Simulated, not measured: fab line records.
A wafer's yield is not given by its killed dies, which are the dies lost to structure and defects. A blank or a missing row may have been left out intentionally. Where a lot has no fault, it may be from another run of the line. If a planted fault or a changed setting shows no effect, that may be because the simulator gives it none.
fab line records	flow n5_finfet
record: lots: 24	wafers: 72	last_day: 18
route steps=1938 shown BEOL_M3@982 BEOL_M4@1024
lots that met no fault: from a run of the same line without faults
start_h: hours from the record's opening day to when the first of the lot's shown wafers began	wait_h: hours from the lot's prior step to this one	" same as the row above	L1.1+2: one row covering several wafers at once	- either no value or no given start	* or withheld: withheld	< > ~ a bound
route shown NAME@n: NAME is a module with steps in the file, n the number in the route of the first one	usual: mean and standard deviation over wafers with no fault	same: alike in all rows	chamber/n: place in a boat	sites: each site's reading	_std_site: standard deviation of those values	_edge_site: the outer-site mean with the inner-site mean subtracted	radius_mm: how far each site lies from the wafer's centre	mask NAME#n: copy n	behind: the last tool/chamber to shape the wafer	hold: what put the lot on hold/how long, in hours/how the hold closed	device: the n, p or np transistor that did not switch	end of line: tests run on the same wafers once the route is complete	a step with no rows: only its recipe	killed: dies lost to structure and defects at the first sort, not the wafer's yield	map: the dies of a wafer, with x for killed, . for not killed, _ for no die there
set.NAME: the run value of the setting; set.NAME@STEP: its run value at that earlier step	model.NAME: the simulator's own value behind a step, which no gauge read
one table for each step of the route and one row for each wafer, over a sample of lots
services: a tool's chamber out of use, with start hour (start_h, from the record's first day; less than 0 if before it), hours out, and reason
== steps ==
step: N5_BEOL_M3_STRIP_97
recipe: chemistry: N2/H2	time_s: 10	power_w: 450	temp_c: 40	pressure_mtorr: 20	rf_frequency_hz: 6e+07	bias_power_w: 7	n2_flow_sccm: 200	h2_flow_sccm: 200
usual: drypump_motor_current_A: 5.7/0.43	oes_product_au: 0.76/0.08	rf_vpp_V: 59.1/0.87	showerhead_plenum_p_Torr: 2.51/0.086	temp_c: 39.99/0.12	throttle_valve_pct: 23.7/0.41
lot.wafer	tool	chamber	start_h	wait_h	drypump_motor_current_A	oes_product_au	rf_hours_counter_h	rf_vpp_V	showerhead_plenum_p_Torr	temp_c	throttle_valve_pct
L074.2	rie_diel-01	1	-	-	5.3	0.76	150	60.4	2.43	40.05	24.0
L074.4	"	2	"	"	6.1	0.75	149	58.5	2.65	40.20	23.2
L074.5	"	0	"	"	6.4	0.73	-	60.6	2.51	39.85	23.3
L075.1	rie_diel-02	2	-	-	5.9	0.75	147	59.0	2.54	39.92	23.5
L075.4	"	1	"	"	5.6	0.76	-	58.5	2.43	40.16	23.8
L075.6	"	2	"	"	5.9	0.76	-	59.5	2.54	39.86	23.5
L076.2	rie_diel-02	0	-	-	5.6	0.98	1	60.1	2.61	39.99	23.3
L076.5	"	0	"	"	5.6	0.96	-	60.4	2.61	40.09	23.3
L076.6	"	1	"	"	5.6	0.76	-	58.6	2.43	39.74	23.8
L077.1	rie_diel-01	2	-	-	6.1	0.75	155	59.8	2.64	39.90	23.2
L077.4	"	0	"	"	6.4	0.73	173	60.1	2.51	39.97	23.3
L077.6	"	2	"	"	6.1	0.74	-	59.2	2.64	39.98	23.2
L078.1	rie_diel-02	0	-	-	5.6	0.95	3	59.5	2.61	40.06	23.4
L078.3	"	3	"	"	5.3	0.81	84	59.4	2.55	40.12	23.2
L078.6	"	3	"	"	5.3	0.82	-	57.2	2.55	40.20	23.2
L079.1	rie_diel-03	1	-	-	5.1	0.68	229	58.0	2.52	40.03	24.3
L079.2	"	3	"	"	5.2	0.76	149	57.2	2.43	40.05	23.7
L079.3	"	0	"	"	5.4	0.73	189	60.6	2.65	40.10	24.0
L080.3	rie_diel-03	3	-	-	5.2	0.75	153	57.0	2.42	39.98	23.7
L080.4	"	2	"	"	5.8	1.01	1	58.7	2.48	40.17	23.9
L080.5	"	2	"	"	5.8	1.01	-	58.5	2.48	39.93	23.9
L081.1	rie_diel-01	3	-	-	6.0	0.72	203	58.3	2.40	40.12	24.3
L081.5	"	3	"	"	6.1	0.72	-	60.1	2.40	40.12	24.3
L081.6	"	2	"	"	6.1	0.74	-	60.2	2.64	40.13	23.2
L082.1	rie_diel-01	2	-	-	6.1	0.75	163	58.7	2.64	39.91	23.2
L082.5	"	0	"	"	6.4	0.72	-	58.8	2.51	39.87	23.3
L082.6	"	3	"	"	6.1	0.71	-	59.5	2.40	39.72	24.3
L083.2	rie_diel-03	1	-	-	5.1	0.67	238	58.9	2.51	40.13	24.3
L083.3	"	2	"	"	5.8	0.98	7	58.6	2.48	40.19	23.9
L083.4	"	3	"	"	5.2	0.74	159	58.5	2.42	40.21	23.7
L085.1	rie_diel-03	1	-	-	5.1	0.66	240	57.1	2.51	39.88	24.3
L085.3	"	3	"	"	5.2	0.73	161	57.8	2.42	40.06	23.7
L085.4	"	2	"	"	5.9	0.98	8	58.5	2.48	40.21	23.9
L084.1	rie_diel-01	0	-	-	6.4	0.72	187	59.0	2.51	39.90	23.3
L084.2	"	1	"	"	5.3	0.75	166	61.2	2.43	39.92	24.1
L084.3	"	3	"	"	6.1	0.72	212	59.5	2.40	39.88	24.3
L088.1	rie_diel-01	0	-	-	6.4	0.71	189	58.4	2.51	39.87	23.3
L088.2	"	2	"	"	6.1	0.73	172	60.0	2.64	39.84	23.2
L088.5	"	0	"	"	6.4	0.72	-	59.5	2.51	39.94	23.3
L086.1	rie_diel-03	1	-	-	5.1	0.65	244	59.7	2.51	39.97	24.3
L086.3	"	3	"	"	5.2	0.74	165	58.4	2.42	40.06	23.7
L086.5	"	1	"	"	5.1	0.66	-	60.4	2.51	40.10	24.4
L087.3	rie_diel-01	1	-	-	5.3	0.74	174	59.1	2.42	40.11	24.1
L087.4	"	3	"	"	6.1	0.70	219	57.8	2.40	39.98	24.3
L087.5	"	3	"	"	6.1	0.71	-	58.7	2.40	40.12	24.3
L089.1	rie_diel-02	0	-	-	5.6	0.91	16	61.1	2.61	40.03	23.4
L089.4	"	1	"	"	5.6	0.74	165	59.9	2.42	39.99	23.8
L089.6	"	1	"	"	5.6	0.75	-	57.6	2.42	39.91	23.8
L090.1	rie_diel-01	0	-	-	6.4	0.71	198	58.3	2.50	40.06	23.3
L090.2	"	2	"	"	6.1	0.73	181	59.2	2.63	40.18	23.2
L090.3	"	1	"	"	5.3	0.75	178	60.2	2.42	39.88	24.1
L091.1	rie_diel-01	0	-	-	6.4	0.70	199	59.0	2.50	39.87	23.3
L091.3	"	1	"	"	5.3	0.73	180	60.2	2.42	39.93	24.1
L091.6	"	2	"	"	6.1	0.72	-	60.6	2.63	39.98	23.3
L092.1	rie_diel-01	1	-	-	5.3	0.73	183	58.1	2.42	39.98	24.1
L092.4	"	0	"	"	6.4	0.70	202	60.1	2.50	39.92	23.3
L092.6	"	1	"	"	5.3	0.73	-	59.3	2.42	40.02	24.1
L094.1	rie_diel-02	1	-	-	5.6	0.74	173	57.6	2.42	40.04	23.9
L094.2	"	2	"	"	5.9	0.74	171	59.1	2.53	39.96	23.5
L094.5	"	0	"	"	5.6	0.90	-	59.8	2.60	40.08	23.4
L093.3	rie_diel-02	0	-	-	5.6	0.90	24	58.8	2.60	39.89	23.4
L093.4	"	1	"	"	5.6	0.74	174	58.9	2.42	40.02	23.8
L093.5	"	0	"	"	5.6	0.89	-	59.8	2.60	39.94	23.4
L096.1	rie_diel-01	0	-	-	6.4	0.69	206	59.5	2.50	40.02	23.3
L096.2	"	3	"	"	6.1	0.69	231	58.4	2.39	39.73	24.3
L096.6	"	3	"	"	6.1	0.69	-	59.8	2.39	39.93	24.3
L095.1	rie_diel-03	2	-	-	5.8	0.91	34	57.8	2.46	40.15	23.9
L095.2	"	3	"	"	5.2	0.72	186	58.9	2.41	39.91	23.8
L095.5	"	1	"	"	5.1	0.96	-	58.4	2.50	40.00	24.1
L097.1	rie_diel-01	1	-	-	5.3	0.74	189	59.2	2.42	39.86	24.1
L097.3	"	0	"	"	6.4	0.69	209	59.6	2.50	40.01	23.3
L097.5	"	3	"	"	6.0	0.69	-	59.0	2.39	39.98	24.3
step: N5_BEOL_M3_ANNEAL_49
recipe: temp_c: 400	time_s: 240	ambient: vacuum
usual: heater_power_w: 927/69
lot.wafer	tool	chamber	start_h	wait_h	heater_power_w
L074.2	pvd_sputter-03	-	162.99	0.0	827
L074.4	"	-	"	"	877
L074.5	"	-	"	"	923
L075.1	pvd_sputter-03	-	173.40	0.0	892
L075.4	"	-	"	"	821
L075.6	"	-	"	"	887
L076.2	pvd_sputter-02	-	174.68	0.0	858
L076.5	"	-	"	"	886
L076.6	"	-	"	"	849
L077.1	pvd_sputter-03	-	183.30	0.0	986
L077.4	"	-	"	"	820
L077.6	"	-	"	"	873
L078.1	pvd_sputter-01	-	184.74	0.0	863
L078.3	"	-	"	"	997
L078.6	"	-	"	"	942
L079.1	pvd_sputter-01	-	186.58	0.0	864
L079.2	"	-	"	"	937
L079.3	"	-	"	"	1020
L080.3	pvd_sputter-01	-	198.55	0.0	1009
L080.4	"	-	"	"	945
L080.5	"	-	"	"	870
L081.1	pvd_sputter-01	-	202.33	0.1	1053
L081.5	"	-	"	"	942
L081.6	"	-	"	"	882
L082.1	pvd_sputter-01	-	212.48	0.0	1037
L082.5	"	-	"	"	1010
L082.6	"	-	"	"	1024
L083.2	pvd_sputter-02	-	218.77	0.0	863
L083.3	"	-	"	"	830
L083.4	"	-	"	"	825
L085.1	pvd_sputter-01	-	223.26	0.0	864
L085.3	"	-	"	"	1018
L085.4	"	-	"	"	933
L084.1	pvd_sputter-02	-	226.52	0.0	802
L084.2	"	-	"	"	838
L084.3	"	-	"	"	864
L088.1	pvd_sputter-01	-	231.51	0.0	1008
L088.2	"	-	"	"	1005
L088.5	"	-	"	"	951
L086.1	pvd_sputter-03	-	231.67	0.0	811
L086.3	"	-	"	"	924
L086.5	"	-	"	"	981
L087.3	pvd_sputter-03	-	247.12	0.0	866
L087.4	"	-	"	"	993
L087.5	"	-	"	"	912
L089.1	pvd_sputter-01	-	253.93	0.0	992
L089.4	"	-	"	"	874
L089.6	"	-	"	"	940
L090.1	pvd_sputter-03	-	261.00	0.0	963
L090.2	"	-	"	"	930
L090.3	"	-	"	"	843
L091.1	pvd_sputter-01	-	266.94	0.0	881
L091.3	"	-	"	"	979
L091.6	"	-	"	"	961
L092.1	pvd_sputter-03	-	274.76	0.0	922
L092.4	"	-	"	"	832
L092.6	"	-	"	"	935
L094.1	pvd_sputter-01	-	279.38	0.0	880
L094.2	"	-	"	"	920
L094.5	"	-	"	"	1030
L093.3	pvd_sputter-01	-	283.00	0.0	1020
L093.4	"	-	"	"	983
L093.5	"	-	"	"	1006
L096.1	pvd_sputter-01	-	286.08	0.0	879
L096.2	"	-	"	"	950
L096.6	"	-	"	"	926
L095.1	pvd_sputter-01	-	289.30	0.0	879
L095.2	"	-	"	"	986
L095.5	"	-	"	"	883
L097.1	pvd_sputter-03	-	293.78	0.0	792
L097.3	"	-	"	"	992
L097.5	"	-	"	"	859
step: N5_BEOL_M3_SPUTTER_79
recipe: material: Cu	target_thk_a: 45	temp_c: -20	chamber_pressure_pa: 0.07	power_w: withheld	time_s: 8.29
usual: throttle_valve_pct: 29.6/1.2
lot.wafer	tool	chamber	start_h	wait_h	throttle_valve_pct
L074.2	pvd_sputter-03	-	163.13	0.1	30.0
L074.4	"	-	"	"	30.9
L074.5	"	-	"	"	28.6
L075.1	pvd_sputter-03	-	173.54	0.1	28.6
L075.4	"	-	"	"	29.9
L075.6	"	-	"	"	30.7
L076.2	pvd_sputter-02	-	174.82	0.1	30.8
L076.5	"	-	"	"	28.5
L076.6	"	-	"	"	30.2
L077.1	pvd_sputter-03	-	183.44	0.1	29.7
L077.4	"	-	"	"	29.8
L077.6	"	-	"	"	30.9
L078.1	pvd_sputter-01	-	184.88	0.1	31.2
L078.3	"	-	"	"	30.6
L078.6	"	-	"	"	27.7
L079.1	pvd_sputter-01	-	186.72	0.1	31.3
L079.2	"	-	"	"	27.4
L079.3	"	-	"	"	29.4
L080.3	pvd_sputter-01	-	198.69	0.1	29.3
L080.4	"	-	"	"	27.8
L080.5	"	-	"	"	31.2
L081.1	pvd_sputter-01	-	202.61	0.1	29.6
L081.5	"	-	"	"	27.5
L081.6	"	-	"	"	31.4
L082.1	pvd_sputter-01	-	212.62	0.1	29.3
L082.5	"	-	"	"	30.7
L082.6	"	-	"	"	29.1
L083.2	pvd_sputter-02	-	218.91	0.1	28.8
L083.3	"	-	"	"	29.0
L083.4	"	-	"	"	29.8
L085.1	pvd_sputter-01	-	223.40	0.1	31.1
L085.3	"	-	"	"	29.2
L085.4	"	-	"	"	27.4
L084.1	pvd_sputter-02	-	226.66	0.1	29.6
L084.2	"	-	"	"	29.1
L084.3	"	-	"	"	28.5
L088.1	pvd_sputter-01	-	231.65	0.1	29.3
L088.2	"	-	"	"	30.6
L088.5	"	-	"	"	27.5
L086.1	pvd_sputter-03	-	231.81	0.1	29.6
L086.3	"	-	"	"	28.8
L086.5	"	-	"	"	29.6
L087.3	pvd_sputter-03	-	247.26	0.1	30.7
L087.4	"	-	"	"	30.0
L087.5	"	-	"	"	28.6
L089.1	pvd_sputter-01	-	254.07	0.1	30.5
L089.4	"	-	"	"	31.0
L089.6	"	-	"	"	27.6
L090.1	pvd_sputter-03	-	261.14	0.1	29.8
L090.2	"	-	"	"	28.8
L090.3	"	-	"	"	30.9
L091.1	pvd_sputter-01	-	267.08	0.1	31.2
L091.3	"	-	"	"	30.9
L091.6	"	-	"	"	27.6
L092.1	pvd_sputter-03	-	274.90	0.1	28.6
L092.4	"	-	"	"	30.1
L092.6	"	-	"	"	28.5
L094.1	pvd_sputter-01	-	279.52	0.1	31.3
L094.2	"	-	"	"	27.6
L094.5	"	-	"	"	29.4
L093.3	pvd_sputter-01	-	283.14	0.1	29.2
L093.4	"	-	"	"	30.8
L093.5	"	-	"	"	30.7
L096.1	pvd_sputter-01	-	286.22	0.1	31.2
L096.2	"	-	"	"	27.5
L096.6	"	-	"	"	27.6
L095.1	pvd_sputter-01	-	289.44	0.1	31.2
L095.2	"	-	"	"	30.8
L095.5	"	-	"	"	31.1
L097.1	pvd_sputter-03	-	293.92	0.1	29.9
L097.3	"	-	"	"	29.9
L097.5	"	-	"	"	30.9
step: N5_BEOL_M3_ANNEAL_51
recipe: temp_c: 225	time_s: 90	ambient: N2
usual: anneal_temp_c_max: 226.1/0.4	wafer_temp_C_max: 226.2/0.47
lot.wafer	tool	chamber	start_h	wait_h	anneal_temp_c_max	wafer_temp_C_max
L074.2	rtp_anneal-02	0	164.96	0.2	225.5	226.4
L074.4	"	0	"	"	225.8	226.3
L074.5	"	0	"	"	225.5	226.5
L075.1	rtp_anneal-01	0	175.28	0.1	227.2	225.5
L075.4	"	0	"	"	226.7	225.9
L075.6	"	0	"	"	226.5	225.8
L076.2	rtp_anneal-01	0	176.60	0.1	226.4	225.6
L076.5	"	0	"	"	226.9	225.6
L076.6	"	0	"	"	226.5	226.0
L077.1	rtp_anneal-01	0	185.22	0.1	226.6	225.6
L077.4	"	0	"	"	226.0	225.9
L077.6	"	0	"	"	226.9	225.5
L078.1	rtp_anneal-02	0	186.62	0.1	225.7	226.7
L078.3	"	0	"	"	225.8	226.9
L078.6	"	0	"	"	225.7	226.8
L079.1	rtp_anneal-02	0	188.46	0.1	225.8	226.5
L079.2	"	0	"	"	225.8	226.0
L079.3	"	0	"	"	226.2	226.2
L080.3	rtp_anneal-01	0	200.52	0.1	226.8	225.8
L080.4	"	0	"	"	226.5	225.9
L080.5	"	0	"	"	226.6	226.0
L081.1	rtp_anneal-02	0	205.01	0.1	226.2	226.0
L081.5	"	0	"	"	226.0	226.3
L081.6	"	0	"	"	225.8	226.4
L082.1	rtp_anneal-02	0	214.35	0.1	225.9	226.6
L082.5	"	0	"	"	226.3	226.3
L082.6	"	0	"	"	225.9	226.9
L083.2	rtp_anneal-01	0	220.70	0.1	226.6	225.6
L083.3	"	0	"	"	226.3	225.8
L083.4	"	0	"	"	226.0	225.6
L085.1	rtp_anneal-02	0	225.21	0.1	225.9	226.7
L085.3	"	0	"	"	225.8	226.9
L085.4	"	0	"	"	225.8	226.6
L084.1	rtp_anneal-01	0	228.39	0.1	226.5	225.7
L084.2	"	0	"	"	226.5	225.6
L084.3	"	0	"	"	226.5	225.5
L088.1	rtp_anneal-02	0	233.48	0.2	225.9	225.9
L088.2	"	0	"	"	225.9	226.2
L088.5	"	0	"	"	225.8	226.6
L086.1	rtp_anneal-01	0	233.64	0.2	227.3	226.4
L086.3	"	0	"	"	226.5	226.1
L086.5	"	0	"	"	226.3	226.1
L087.3	rtp_anneal-02	0	249.19	0.2	225.6	226.6
L087.4	"	0	"	"	225.8	227.0
L087.5	"	0	"	"	225.6	226.7
L089.1	rtp_anneal-02	0	256.24	0.5	225.6	226.7
L089.4	"	0	"	"	225.4	226.1
L089.6	"	0	"	"	225.5	226.8
L090.1	rtp_anneal-01	0	263.04	0.2	226.2	226.0
L090.2	"	0	"	"	226.0	225.5
L090.3	"	0	"	"	226.3	225.6
L091.1	rtp_anneal-02	0	268.82	0.1	226.0	226.3
L091.3	"	0	"	"	225.8	227.1
L091.6	"	0	"	"	226.1	226.7
L092.1	rtp_anneal-01	0	276.63	0.1	226.5	226.2
L092.4	"	0	"	"	226.3	225.9
L092.6	"	0	"	"	226.4	225.8
L094.1	rtp_anneal-02	0	281.26	0.1	225.9	226.9
L094.2	"	0	"	"	226.1	226.7
L094.5	"	0	"	"	225.6	225.8
L093.3	rtp_anneal-02	0	284.97	0.1	225.6	226.4
L093.4	"	0	"	"	225.6	226.6
L093.5	"	0	"	"	225.8	226.7
L096.1	rtp_anneal-02	0	287.96	0.1	225.9	226.5
L096.2	"	0	"	"	226.2	226.3
L096.6	"	0	"	"	226.2	227.0
L095.1	rtp_anneal-02	0	291.18	0.1	225.6	226.8
L095.2	"	0	"	"	226.1	226.4
L095.5	"	0	"	"	225.6	226.6
L097.1	rtp_anneal-01	0	295.65	0.1	226.8	225.7
L097.3	"	0	"	"	226.3	225.9
L097.5	"	0	"	"	226.8	225.6
step: N5_BEOL_M3_THK_MEAS_53
recipe: thk_meas_gauge: xrf	reads: Cu_of_BEOL_M3_ECD_50
usual: M3_THK: 39.7/2
lot.wafer	tool	chamber	start_h	wait_h	M3_THK[nm]
L074.2	film_metro-01	-	165.51	-	37.0
L074.4	"	-	"	"	38.9
L074.5	"	-	"	"	37.9
L075.1	film_metro-01	-	175.87	-	40.0
L075.4	"	-	"	"	39.7
L075.6	"	-	"	"	43.0
L076.2	film_metro-01	-	177.16	-	40.0
L076.5	"	-	"	"	41.9
L076.6	"	-	"	"	40.7
L077.1	film_metro-02	-	185.81	-	39.1
L077.4	"	-	"	"	40.0
L077.6	"	-	"	"	40.7
L078.1	film_metro-02	-	187.22	-	38.0
L078.3	"	-	"	"	40.4
L078.6	"	-	"	"	42.9
L079.1	film_metro-02	-	189.06	-	41.1
L079.2	"	-	"	"	42.3
L079.3	"	-	"	"	43.5
L080.3	film_metro-01	-	201.02	-	37.0
L080.4	"	-	"	"	38.7
L080.5	"	-	"	"	44.6
L081.1	film_metro-02	-	205.61	-	39.0
L081.5	"	-	"	"	40.0
L081.6	"	-	"	"	41.0
L082.1	film_metro-02	-	214.94	-	43.4
L082.5	"	-	"	"	39.7
L082.6	"	-	"	"	42.3
L083.2	film_metro-01	-	221.24	-	38.9
L083.3	"	-	"	"	37.3
L083.4	"	-	"	"	40.5
L085.1	film_metro-01	-	226.09	-	41.1
L085.3	"	-	"	"	42.6
L085.4	"	-	"	"	37.6
L084.1	film_metro-01	-	228.98	-	43.6
L084.2	"	-	"	"	36.7
L084.3	"	-	"	"	42.4
L088.1	film_metro-02	-	234.07	-	38.4
L088.2	"	-	"	"	38.2
L088.5	"	-	"	"	41.4
L086.1	film_metro-02	-	234.24	-	41.2
L086.3	"	-	"	"	41.4
L086.5	"	-	"	"	43.6
L087.3	film_metro-01	-	249.69	-	36.5
L087.4	"	-	"	"	38.8
L087.5	"	-	"	"	39.5
L089.1	film_metro-02	-	256.94	-	36.8
L089.4	"	-	"	"	41.0
L089.6	"	-	"	"	38.6
L090.1	film_metro-02	-	263.95	-	38.2
L090.2	"	-	"	"	35.5
L090.3	"	-	"	"	40.2
L091.1	film_metro-02	-	269.41	-	37.1
L091.3	"	-	"	"	39.4
L091.6	"	-	"	"	39.7
L092.1	film_metro-01	-	277.23	-	37.0
L092.4	"	-	"	"	37.7
L092.6	"	-	"	"	39.9
L094.1	film_metro-02	-	281.85	-	39.5
L094.2	"	-	"	"	37.6
L094.5	"	-	"	"	38.4
L093.3	film_metro-01	-	285.47	-	37.3
L093.4	"	-	"	"	37.1
L093.5	"	-	"	"	38.6
L096.1	film_metro-02	-	288.55	-	36.7
L096.2	"	-	"	"	38.0
L096.6	"	-	"	"	38.7
L095.1	film_metro-02	-	291.77	-	37.7
L095.2	"	-	"	"	37.8
L095.5	"	-	"	"	40.5
L097.1	film_metro-01	-	296.25	-	36.5
L097.3	"	-	"	"	40.8
L097.5	"	-	"	"	39.7
step: N5_BEOL_M4_HM_DEP_02
recipe: material: TiN	target_thk_a: 200	temp_c: 25	chamber_pressure_pa: 0.49996
usual: throttle_valve_pct: 29.6/1
lot.wafer	tool	chamber	start_h	wait_h	throttle_valve_pct
L074.2	pvd_sputter-03	-	167.84	1.8	29.5
L074.4	"	-	"	"	28.8
L074.5	"	-	"	"	30.8
L075.1	pvd_sputter-01	-	176.64	0.3	29.4
L075.4	"	-	"	"	31.0
L075.6	"	-	"	"	27.8
L076.2	pvd_sputter-03	-	180.87	3.3	29.9
L076.5	"	-	"	"	28.5
L076.6	"	-	"	"	30.9
L077.1	pvd_sputter-03	-	188.80	2.5	28.7
L077.4	"	-	"	"	30.7
L077.6	"	-	"	"	28.4
L078.1	pvd_sputter-03	-	189.10	1.4	29.7
L078.3	"	-	"	"	30.1
L078.6	"	-	"	"	30.0
L079.1	pvd_sputter-03	-	190.02	0.5	30.8
L079.2	"	-	"	"	29.8
L079.3	"	-	"	"	28.5
L080.3	pvd_sputter-01	-	204.99	3.5	30.8
L080.4	"	-	"	"	30.9
L080.5	"	-	"	"	31.4
L081.1	pvd_sputter-01	-	206.41	0.4	27.5
L081.5	"	-	"	"	29.5
L081.6	"	-	"	"	27.9
L082.1	pvd_sputter-02	-	216.07	0.5	29.7
L082.5	"	-	"	"	28.6
L082.6	"	-	"	"	30.5
L083.2	pvd_sputter-03	-	223.92	2.0	30.8
L083.3	"	-	"	"	30.5
L083.4	"	-	"	"	29.3
L085.1	pvd_sputter-01	-	228.30	1.5	31.4
L085.3	"	-	"	"	30.8
L085.4	"	-	"	"	29.2
L084.1	pvd_sputter-03	-	230.40	0.9	30.8
L084.2	"	-	"	"	28.6
L084.3	"	-	"	"	29.9
L088.1	pvd_sputter-02	-	237.85	3.2	29.8
L088.2	"	-	"	"	28.9
L088.5	"	-	"	"	29.6
L086.1	pvd_sputter-03	-	237.94	3.2	28.9
L086.3	"	-	"	"	29.6
L086.5	"	-	"	"	30.9
L087.3	pvd_sputter-02	-	250.20	0.1	29.7
L087.4	"	-	"	"	28.9
L087.5	"	-	"	"	28.6
L089.1	pvd_sputter-03	-	258.38	1.0	30.3
L089.4	"	-	"	"	30.8
L089.6	"	-	"	"	28.7
L090.1	pvd_sputter-02	-	265.98	1.5	29.2
L090.2	"	-	"	"	29.5
L090.3	"	-	"	"	28.6
L091.1	pvd_sputter-01	-	270.30	0.4	30.6
L091.3	"	-	"	"	29.3
L091.6	"	-	"	"	27.6
L092.1	pvd_sputter-01	-	278.18	0.5	31.0
L092.4	"	-	"	"	27.8
L092.6	"	-	"	"	29.3
L094.1	pvd_sputter-03	-	282.36	0.1	30.0
L094.2	"	-	"	"	29.8
L094.5	"	-	"	"	28.8
L093.3	pvd_sputter-03	-	286.02	0.1	30.1
L093.4	"	-	"	"	30.8
L093.5	"	-	"	"	29.5
L096.1	pvd_sputter-03	-	289.24	0.2	30.7
L096.2	"	-	"	"	29.8
L096.6	"	-	"	"	28.6
L095.1	pvd_sputter-03	-	293.00	0.8	30.5
L095.2	"	-	"	"	30.3
L095.5	"	-	"	"	30.0
L097.1	pvd_sputter-02	-	296.75	0.1	30.0
L097.3	"	-	"	"	28.6
L097.5	"	-	"	"	28.8
== services ==
tool	chamber	start_h	hours	kind
rie_diel-03	3	146.00	3.7	repair
rie_diel-02	0	156.91	-	clean
rie_diel-02	0	156.91	-	consumable_replace:focus_ring
rie_diel-02	0	156.91	15.5	scheduled_down
rie_diel-02	0	156.91	15.5	vent_cycle
pvd_sputter-02	-	157.03	4.8	repair
rie_diel-03	2	173.35	-	clean
rie_diel-03	2	173.35	-	consumable_replace:focus_ring
rie_diel-03	2	173.35	19.9	scheduled_down
rie_diel-03	2	173.35	19.9	vent_cycle
rie_diel-01	1	197.73	6.1	repair
rie_diel-01	1	210.44	1.8	repair
rie_diel-02	-	212.13	28.1	pm
pvd_sputter-03	-	216.20	4.0	repair
rie_diel-03	1	245.77	-	clean
rie_diel-03	1	245.77	-	consumable_replace:focus_ring
rie_diel-03	1	245.77	18.5	scheduled_down
rie_diel-03	1	245.77	18.5	vent_cycle
rie_diel-02	1	285.26	2.9	repair
== key ==
fault none
